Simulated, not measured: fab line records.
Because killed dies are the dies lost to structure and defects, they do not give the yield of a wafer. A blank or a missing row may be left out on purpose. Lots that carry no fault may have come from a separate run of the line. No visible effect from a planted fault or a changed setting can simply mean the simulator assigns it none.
What tool caused it? ; flow nandHarc ; 24 lots, 72 wafers sampled, at 6 steps of a route of 1302

== WHAT EACH GAUGE READ, for each wafer ==
NHARC_P_BONDPAD_CD_MEAS_09 targets a cd of 500 nm.
lot;measured;on;cdNm (nm)
L074;day 6 22:09;cdSem-02;495.8 499.4 497.2
L075;day 7 00:50;cdSem-01;501.3 502.4 497.9
L076;day 7 10:38;cdSem-01;499.6 502.0 500.7
L078;day 8 03:13;cdSem-03;502.7 503.1 501.2
L077;day 8 03:33;cdSem-01;494.9 494.0 497.4
L079;day 8 18:43;cdSem-03;498.2 495.7 496.3
L080;day 9 06:02;cdSem-02;497.4 497.0 499.1
L081;day 9 14:06;cdSem-01;502.0 498.0 502.9
L082;day 10 01:12;cdSem-03;494.4 500.0 495.7
L083;day 10 19:10;cdSem-03;497.7 497.6 497.7
L084;day 11 01:05;cdSem-03;499.4 494.9 499.7
L085;day 11 06:27;cdSem-01;502.6 499.8 503.6
L086;day 11 11:22;cdSem-03;496.3 496.4 495.6
L087;day 11 20:39;cdSem-02;500.9 502.2 498.6
L089;day 12 15:54;cdSem-01;499.7 495.5 498.9
L088;day 12 15:32;cdSem-03;495.0 494.4 497.9
L090;day 13 10:41;cdSem-01;504.0 503.6 506.6
L091;day 13 17:42;cdSem-02;501.3 500.6 503.6
L092;day 14 02:04;cdSem-03;496.6 498.6 501.3
L093;day 14 11:22;cdSem-01;502.7 503.1 502.5
L094;day 15 05:03;cdSem-03;500.7 497.4 496.2
L095;day 15 06:17;cdSem-03;497.4 500.1 501.7
L096;day 15 16:35;cdSem-01;499.4 498.8 496.9
L097;day 16 11:38;cdSem-01;497.7 498.9 497.5

NHARC_P_BONDPAD_INSPECT_23.
lot;measured;on;rawDefectCount
L074;day 7 00:56;defectInspect-02;486 783 665
L075;day 7 03:39;defectInspect-02;205 234 257
L076;day 7 13:28;defectInspect-01;308 497 723
L078;day 8 06:03;defectInspect-01;295 370 398
L077;day 8 06:31;defectInspect-01;267 187 285
L079;day 8 21:31;defectInspect-01;299 315 414
L080;day 9 08:47;defectInspect-01;280 321 341
L081;day 9 16:52;defectInspect-01;439 305 404
L082;day 10 03:57;defectInspect-01;319 367 427
L083;day 10 22:01;defectInspect-01;181 199 162
L084;day 11 03:53;defectInspect-01;404 311 298
L085;day 11 09:15;defectInspect-02;314 284 650
L086;day 11 14:10;defectInspect-02;264 372 322
L087;day 11 23:24;defectInspect-01;337 421 303
L089;day 12 18:41;defectInspect-02;289 496 255
L088;day 12 18:19;defectInspect-02;310 275 386
L090;day 13 13:32;defectInspect-01;530 712 579
L091;day 13 20:31;defectInspect-01;523 628 528
L092;day 14 04:49;defectInspect-01;339 137 263
L093;day 14 14:08;defectInspect-01;314 300 367
L094;day 15 07:52;defectInspect-01;208 173 251
L095;day 15 09:02;defectInspect-01;324 306 221
L096;day 15 19:26;defectInspect-01;334 285 274
L097;day 16 14:24;defectInspect-02;448 763 419

== EACH LOT AND THE TOOL THAT RAN IT (in order: tool; ch and the chambers of the sampled wafers; start) ==
lot;NHARC_P_M1_PRE_CLEAN_32;NHARC_P_M2_PRE_CLEAN_30;NHARC_P_BONDPAD_STRIP_15;NHARC_P_BONDPAD_ETCH_24
L074;pecvd-03 ch 0,1,2, day 6 16:27;pvdSputter-01, day 6 22:09 or earlier;rieDiel-10 ch 0,1, day 6 22:45;rieDiel-10 ch 1,3, day 7 00:56 or earlier
L075;pecvd-04 ch 1,2, day 6 19:00;pvdSputter-02, day 7 00:50 or earlier;rieDiel-08 ch 0,1,2, day 7 01:29;rieDiel-08 ch 0,1,3, day 7 03:39 or earlier
L076;pecvd-04 ch 0,1, day 7 04:51;pvdSputter-02, day 7 10:38 or earlier;rieDiel-10 ch 0,3, day 7 11:17;rieDiel-10 ch 1,2, day 7 13:28 or earlier
L078;pecvd-03 ch 0,1,2, day 7 21:07;pvdSputter-02, day 8 03:13 or earlier;rieDiel-09 ch 0,2,3, day 8 03:51;rieDiel-09 ch 0,3, day 8 06:03 or earlier
L077;pecvd-04 ch 0,1, day 7 21:35;pvdSputter-03, day 8 03:33 or earlier;rieDiel-09 ch 0,1, day 8 04:13;rieDiel-09 ch 1,2, day 8 06:31 or earlier
L079;pecvd-01 ch 0,2, day 8 12:32;pvdSputter-02, day 8 18:43 or earlier;rieDiel-08 ch 2,3, day 8 19:19;rieDiel-08 ch 1,2, day 8 19:29
L080;pecvd-04 ch 1,2, day 9 00:02;pvdSputter-02, day 9 06:02 or earlier;rieDiel-10 ch 0,1, day 9 06:38;rieDiel-10 ch 0,1, day 9 08:47 or earlier
L081;pecvd-01 ch 0,1,2, day 9 08:04;pvdSputter-02, day 9 14:06 or earlier;rieDiel-09 ch 0,1,3, day 9 14:42;rieDiel-09 ch 0,2,3, day 9 16:52 or earlier
L082;pecvd-04 ch 1,2, day 9 19:23;pvdSputter-02, day 10 01:12 or earlier;rieDiel-10 ch 1,2,3, day 10 01:48;rieDiel-10 ch 0,2,3, day 10 03:57 or earlier
L083;pecvd-01 ch 0,1,2, day 10 13:16;pvdSputter-03, day 10 19:10 or earlier;rieDiel-10 ch 0,1,2, day 10 19:51;rieDiel-10 ch 0,1,3, day 10 22:01 or earlier
L084;pecvd-01 ch 0,1,2, day 10 19:14;pvdSputter-03, day 11 01:05 or earlier;rieDiel-08 ch 1,2, day 11 01:41;rieDiel-08 ch 0,1,2, day 11 03:53 or earlier
L085;pecvd-01 ch 0,1,2, day 11 00:43;pvdSputter-02, day 11 06:27 or earlier;rieDiel-09 ch 1,3, day 11 07:04;rieDiel-09 ch 1,2,3, day 11 07:15
L086;pecvd-04 ch 0,1,2, day 11 05:26;pvdSputter-01, day 11 11:22 or earlier;rieDiel-09 ch 0,3, day 11 11:59;rieDiel-09 ch 1,2,3, day 11 14:10 or earlier
L087;pecvd-03 ch 1,2, day 11 14:46;pvdSputter-02, day 11 20:39 or earlier;rieDiel-08 ch 0,2,3, day 11 21:16;rieDiel-08 ch 0,1,3, day 11 23:24 or earlier
L089;pecvd-01 ch 0,2, day 12 08:31;pvdSputter-01, day 12 15:54 or earlier;rieDiel-10 ch 0,1, day 12 16:32;rieDiel-10 ch 1,2,3, day 12 18:41 or earlier
L088;pecvd-01 ch 0,1,2, day 12 09:39;pvdSputter-03, day 12 15:32 or earlier;rieDiel-08 ch 0,1,2, day 12 16:08;rieDiel-08 ch 1,3, day 12 18:19 or earlier
L090;pecvd-03 ch 0,1,2, day 13 04:48;pvdSputter-01, day 13 10:41 or earlier;rieDiel-09 ch 0,1,3, day 13 11:20;rieDiel-09 ch 0,1,3, day 13 11:31
L091;pecvd-03 ch 0,1,2, day 13 11:56;pvdSputter-02, day 13 17:42 or earlier;rieDiel-09 ch 0,1,3, day 13 18:18;rieDiel-09 ch 0,1,3, day 13 18:29
L092;pecvd-03 ch 0,1,2, day 13 18:45;pvdSputter-01, day 14 02:04 or earlier;rieDiel-10 ch 0,3, day 14 02:40;rieDiel-10 ch 0,2,3, day 14 04:49 or earlier
L093;pecvd-04 ch 1,2, day 14 05:27;pvdSputter-01, day 14 11:22 or earlier;rieDiel-10 ch 0,2,3, day 14 11:58;rieDiel-10 ch 0,2, day 14 14:08 or earlier
L094;pecvd-04 ch 0,1,2, day 14 23:21;pvdSputter-02, day 15 05:03 or earlier;rieDiel-08 ch 0,3, day 15 05:39;rieDiel-08 ch 0,1,2, day 15 07:52 or earlier
L095;pecvd-03 ch 0,1,2, day 15 00:32;pvdSputter-01, day 15 06:17 or earlier;rieDiel-08 ch 0,2,3, day 15 06:53;rieDiel-08 ch 0,2,3, day 15 09:02 or earlier
L096;pecvd-01 ch 0,1,2, day 15 10:50;pvdSputter-01, day 15 16:35 or earlier;rieDiel-10 ch 1,2,3, day 15 17:11;rieDiel-10 ch 0,1,2, day 15 19:26 or earlier
L097;pecvd-03 ch 0,2, day 16 05:53;pvdSputter-02, day 16 11:38 or earlier;rieDiel-09 ch 0,1,3, day 16 12:16;rieDiel-09 ch 1,2, day 16 14:24 or earlier
- NHARC_P_M1_PRE_CLEAN_32: time 12 s.
- NHARC_P_M2_PRE_CLEAN_30: time 30 s.
- NHARC_P_BONDPAD_STRIP_15: strips in O2.
- NHARC_P_BONDPAD_ETCH_24: etches the open film in CF4/N2, target depth 30 nm, time 72.99 s.

== WHAT THE TOOLS THEMSELVES READ (means of the sampled wafers that have a number; where no wafer has one, the mark that the record gives instead) ==
NHARC_P_M1_PRE_CLEAN_32.
lot;tool;heaterPowerW (W);rfFwdPowerW (W)
L074;pecvd-03;621;292.8
L075;pecvd-04;557;292.6
L076;pecvd-04;610;292.9
L078;pecvd-03;613;292.6
L077;pecvd-04;625;293.8
L079;pecvd-01;678;293.0
L080;pecvd-04;607;293.8
L081;pecvd-01;613;292.8
L082;pecvd-04;570;293.0
L083;pecvd-01;574;292.4
L084;pecvd-01;612;291.8
L085;pecvd-01;604;292.3
L086;pecvd-04;656;292.2
L087;pecvd-03;624;292.8
L089;pecvd-01;676;292.4
L088;pecvd-01;579;292.9
L090;pecvd-03;626;293.1
L091;pecvd-03;641;292.4
L092;pecvd-03;635;292.9
L093;pecvd-04;583;291.8
L094;pecvd-04;637;292.4
L095;pecvd-03;655;293.4
L096;pecvd-01;596;291.6
L097;pecvd-03;646;292.6

NHARC_P_M2_PRE_CLEAN_30.
lot;tool;heaterPowerW (W)
L074;pvdSputter-01;402
L075;pvdSputter-02;430
L076;pvdSputter-02;410
L078;pvdSputter-02;423
L077;pvdSputter-03;456
L079;pvdSputter-02;421
L080;pvdSputter-02;388
L081;pvdSputter-02;428
L082;pvdSputter-02;407
L083;pvdSputter-03;472
L084;pvdSputter-03;486
L085;pvdSputter-02;426
L086;pvdSputter-01;394
L087;pvdSputter-02;402
L089;pvdSputter-01;391
L088;pvdSputter-03;433
L090;pvdSputter-01;392
L091;pvdSputter-02;394
L092;pvdSputter-01;357
L093;pvdSputter-01;358
L094;pvdSputter-02;454
L095;pvdSputter-01;383
L096;pvdSputter-01;395
L097;pvdSputter-02;440

NHARC_P_BONDPAD_STRIP_15.
lot;tool;drypumpMotorCurrentA (A);o2FlowSccm (sccm);oesProductAu (a.u.);rfVppV (V);showerheadPlenumPTorr (Torr);throttleValvePct (%)
L074;rieDiel-10;5.7;499.2;1.002;57.6;3.47;17.037
L075;rieDiel-08;5.8;498.9;0.999;58.4;3.50;17.031
L076;rieDiel-10;5.1;501.9;0.984;57.3;3.55;17.039
L078;rieDiel-09;5.7;500.0;0.995;58.4;3.54;17.046
L077;rieDiel-09;5.5;500.8;0.986;57.2;3.45;17.036
L079;rieDiel-08;5.5;501.6;1.002;56.8;3.33;17.035
L080;rieDiel-10;5.7;500.1;0.996;57.3;3.47;17.034
L081;rieDiel-09;5.3;500.8;0.983;57.6;3.54;17.034
L082;rieDiel-10;5.3;499.4;1.004;58.6;3.60;17.038
L083;rieDiel-10;5.5;499.6;0.992;58.7;3.54;17.043
L084;rieDiel-08;6.0;500.2;0.985;57.0;3.46;17.049
L085;rieDiel-09;5.1;500.8;0.991;57.5;3.63;17.034
L086;rieDiel-09;5.2;499.4;0.998;58.1;3.53;17.039
L087;rieDiel-08;5.6;499.1;0.996;57.8;3.39;17.041
L089;rieDiel-10;5.7;501.0;0.992;58.0;3.46;17.035
L088;rieDiel-08;5.8;499.9;0.991;57.5;3.49;17.042
L090;rieDiel-09;5.3;498.8;0.980;57.6;3.54;17.025
L091;rieDiel-09;5.3;497.9;0.991;58.1;3.54;17.037
L092;rieDiel-10;5.4;501.4;0.999;57.3;3.50;17.032
L093;rieDiel-10;5.2;498.2;0.994;58.0;3.58;17.044
L094;rieDiel-08;5.4;500.8;1.001;58.2;3.42;17.038
L095;rieDiel-08;5.6;499.5;0.994;58.2;3.38;17.034
L096;rieDiel-10;5.2;500.4;0.994;58.1;3.60;17.031
L097;rieDiel-09;5.3;500.4;1.000;58.3;3.54;17.034

NHARC_P_BONDPAD_ETCH_24.
lot;tool;drypumpMotorCurrentA (A);oesProductAu (a.u.);rfFwdPowerW (W);rfVppV (V);showerheadPlenumPTorr (Torr);throttleValvePct (%)
L074;rieDiel-10;5.1;1.001;297.6;315.4;2.66;19.794
L075;rieDiel-08;5.6;0.990;296.6;313.9;2.59;19.796
L076;rieDiel-10;5.6;0.995;297.8;314.9;2.65;19.789
L078;rieDiel-09;5.3;0.988;298.6;313.1;2.63;19.795
L077;rieDiel-09;6.2;0.994;297.8;313.1;2.58;19.787
L079;rieDiel-08;6.0;1.004;297.7;312.9;2.57;19.801
L080;rieDiel-10;5.7;0.991;298.0;313.5;2.59;19.784
L081;rieDiel-09;5.7;0.997;298.3;313.9;2.63;19.803
L082;rieDiel-10;5.3;1.000;298.7;314.8;2.67;19.798
L083;rieDiel-10;5.4;0.988;298.8;314.6;2.62;19.789
L084;rieDiel-08;5.8;0.986;297.4;315.5;2.60;19.794
L085;rieDiel-09;5.7;0.990;297.9;314.5;2.64;19.792
L086;rieDiel-09;5.7;0.982;297.9;314.5;2.64;19.788
L087;rieDiel-08;5.6;1.003;297.8;314.1;2.59;19.792
L089;rieDiel-10;5.2;1.001;299.5;314.2;2.68;19.800
L088;rieDiel-08;5.5;0.991;298.1;312.0;2.55;19.798
L090;rieDiel-09;5.3;0.978;297.8;314.3;2.63;19.798
L091;rieDiel-09;5.3;0.992;297.5;314.5;2.63;19.784
L092;rieDiel-10;5.2;0.990;298.3;314.1;2.67;19.797
L093;rieDiel-10;5.4;1.001;298.6;314.8;2.69;19.800
L094;rieDiel-08;5.8;0.986;296.3;313.3;2.60;19.796
L095;rieDiel-08;5.6;0.996;297.1;311.5;2.52;19.790
L096;rieDiel-10;5.6;0.989;298.4;314.1;2.63;19.804
L097;rieDiel-09;6.2;1.010;297.9;313.0;2.58;19.799

== THE ANSWER, worked out from the rows above alone ==
Rule: what is usual is taken from the lots themselves. The widest of any qualifying gaps counts: lots, ordered by their means at a reading, are off when they make up no more than a third of the lots, leave a main group of 4 or more, and stand apart from it by 3 or more times the standard deviation of that group's means. Not used: any main group whose means are identical at the precision the tables above print for the reading. A lot without any number at a reading at which 4 lots or more have one is off too. All remaining lots with rows at the step are treated as sound. First the gauges in route order, then the tools' own readings, where a lot's mean is used as printed above. At the first step where some lot is off, the reading lying furthest off is the one used; lots without a number count as furthest.
Across all readings shown, no lot is off: no conclusion can be drawn from this.

== WHAT HAD BEEN PUT IN BY THE SIMULATOR ==
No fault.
